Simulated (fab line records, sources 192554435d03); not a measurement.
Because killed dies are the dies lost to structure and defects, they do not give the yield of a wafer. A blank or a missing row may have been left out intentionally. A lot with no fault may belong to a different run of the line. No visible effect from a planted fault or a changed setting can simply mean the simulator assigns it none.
Split-lot experiment	flow n5 finfet	7 lots, 39 wafers read, on a route of 1938 steps

== SPLIT DETAILS ==
At N5_BEOL_M0_TRENCH_ETCH_107 (etches SiOC in C4F6/O2, target depth 32.8 nm, time 16.4 s), the setting target depth a was moved away from the recipe's 328 angstrom on 18 of the 39 wafers read, by -45.3% to +57.4%. The other wafers ran this setting at the recipe's value.

== SPLIT TO READING: what lies between them in the file, 1 step ==
- N5_BEOL_M0_STRIP_142: strips in N2/H2, time 10 s

== THE READING ==
trench depth nm, in nm, at N5_BEOL_M0_OCD_MEAS_108. Typical for fault-free wafers on this fab line: 32.8 nm, with standard deviation 0.64 nm.

wafer	tool, chamber at the split	target depth a as run, angstrom	against the recipe	trench depth nm, nm	against lot-mates on the recipe
L079.1	rie diel-03, 3	516.3	+57.4%	52.5	+19.8
L079.2	rie diel-03, 1	516.3	+57.4%	51.4	+18.7
L079.3	rie diel-03, 0	328	recipe	31.9	-
L079.4	rie diel-03, 2	328	recipe	33.2	-
L079.5	rie diel-03, 0	516.3	+57.4%	50.8	+18.1
L079.6	rie diel-03, 1	328	recipe	32.9	-
L080.1	rie diel-02, 1	328	recipe	32.9	-
L080.2	rie diel-02, 3	415.2	+26.6%	42.7	+10.2
L080.3	rie diel-02, 0	415.2	+26.6%	42.4	+9.9
L080.4	rie diel-02, 2	328	recipe	32.4	-
L080.5	rie diel-02, 1	328	recipe	32.2	-
L080.6	rie diel-02, 0	415.2	+26.6%	42.2	+9.7
L081.1	rie diel-03, 1	328	recipe	31.9	-
L081.4	rie diel-03, 2	328	recipe	33.0	-
L081.6	rie diel-03, 0	328	recipe	31.9	-
L085.1	rie diel-02, 2,1	328	recipe	32.4	-
L085.2	rie diel-02, 1	328	recipe	32.2	-
L085.3	rie diel-02, 0	486.9	+48.4%	48.9	+16.7
L085.4	rie diel-02, 3	486.9	+48.4%	48.8	+16.6
L085.5	rie diel-02, 2	486.9	+48.4%	47.3	+15.1
L085.6	rie diel-02, 2,1	328	recipe	32.1	-
L088.1	rie diel-03, 1	179.3	-45.3%	17.6	-15.6
L088.2	rie diel-03, 3	328	recipe	33.3	-
L088.3	rie diel-03, 0	179.3	-45.3%	17.9	-15.3
L088.4	rie diel-03, 1	328	recipe	32.8	-
L088.5	rie diel-03, 3	328	recipe	33.6	-
L088.6	rie diel-03, 0	179.3	-45.3%	17.4	-15.8
L091.1	rie diel-02, 3	404.8	+23.4%	41.1	+8.1
L091.2	rie diel-02, 0	328	recipe	32.6	-
L091.3	rie diel-02, 1	328	recipe	32.5	-
L091.4	rie diel-02, 2	328	recipe	34.0	-
L091.5	rie diel-02, 0	404.8	+23.4%	40.7	+7.7
L091.6	rie diel-02, 1	404.8	+23.4%	39.8	+6.8
L096.1	rie diel-05, 2	328	recipe	32.7	-
L096.2	rie diel-05, 3	212.1	-35.3%	22.1	-10.2
L096.3	rie diel-05, 1	212.1	-35.3%	20.9	-11.4
L096.4	rie diel-05, 3	212.1	-35.3%	21.3	-11.0
L096.5	rie diel-05, 2	328	recipe	32.3	-
L096.6	rie diel-05, 1	328	recipe	31.9	-
Rows listing several chambers each stand for several wafers; the file does not say which wafer went through which chamber.

FIT RESULTS
A straight line over all 39 wafers: trench depth nm changes by +0.33 nm for each +1% of target depth a; r = +1.00; the points scatter about the line by 0.65 nm.
The same after taking each lot's own level away (the mean of its wafers on the recipe; 39 wafers): +0.332 nm for each +1%; r = +1.00; scatter 0.66 nm.
The reading moves by 19 nm for the largest change in target depth a, on that fit.
From 32.23 to 33.23 nm: that is the span of the lots' own levels, equal to 1.6 times the standard deviation above.
So the lot-to-lot level changes the slope little: the two slopes agree.
Check: +19.1 nm against its lot-mates is what the line predicts for one of the wafers moved furthest among these (+57.4%) when that wafer is left out of the fit. Against them it came out at +19.8 nm.

== OTHER SPLITS ON THESE WAFERS ==
These wafers also went through other splits before the reading. Each is held against what the fit with the lots' levels taken away leaves over:
other split on the same wafers	wafers away from the commonest value	r with trench depth nm (lot level and that fit taken away)
N5_FIN_SAQP_PECVD_47 time s	15	+0.27
N5_SDB_HM_DEP_00 time s	12	+0.19
N5_BEOL_M0_SAQP_PECVD_03 time s	15	+0.01

== THE WHOLE CHAIN: every reading that the file lists as answering this split, in the file's order ==
step	what it does	reading	change (the file's fit)	r (the file's)
N5_BEOL_M0_TRENCH_ETCH_107	etches SiOC in C4F6/O2, target depth 32.8 nm, time 16.4 s	BEOL_M0.feature depth nm (the simulator's own value, which no gauge read)	+0.335 nm for each +1% of the setting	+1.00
N5_BEOL_M0_TRENCH_ETCH_107	etches SiOC in C4F6/O2, target depth 32.8 nm, time 16.4 s	TiN_of_BEOL_M0_SAQP_HM_DEP_02.thk nm (the simulator's own value, which no gauge read)	-0.0153 nm for each +1% of the setting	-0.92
N5_BEOL_M0_OCD_MEAS_108		trench depth nm	+0.333 nm for each +1% of the setting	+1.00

== FILE'S OWN FIT ==
trench depth nm changes by +0.333 nm for each +1% of target depth a, r = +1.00.
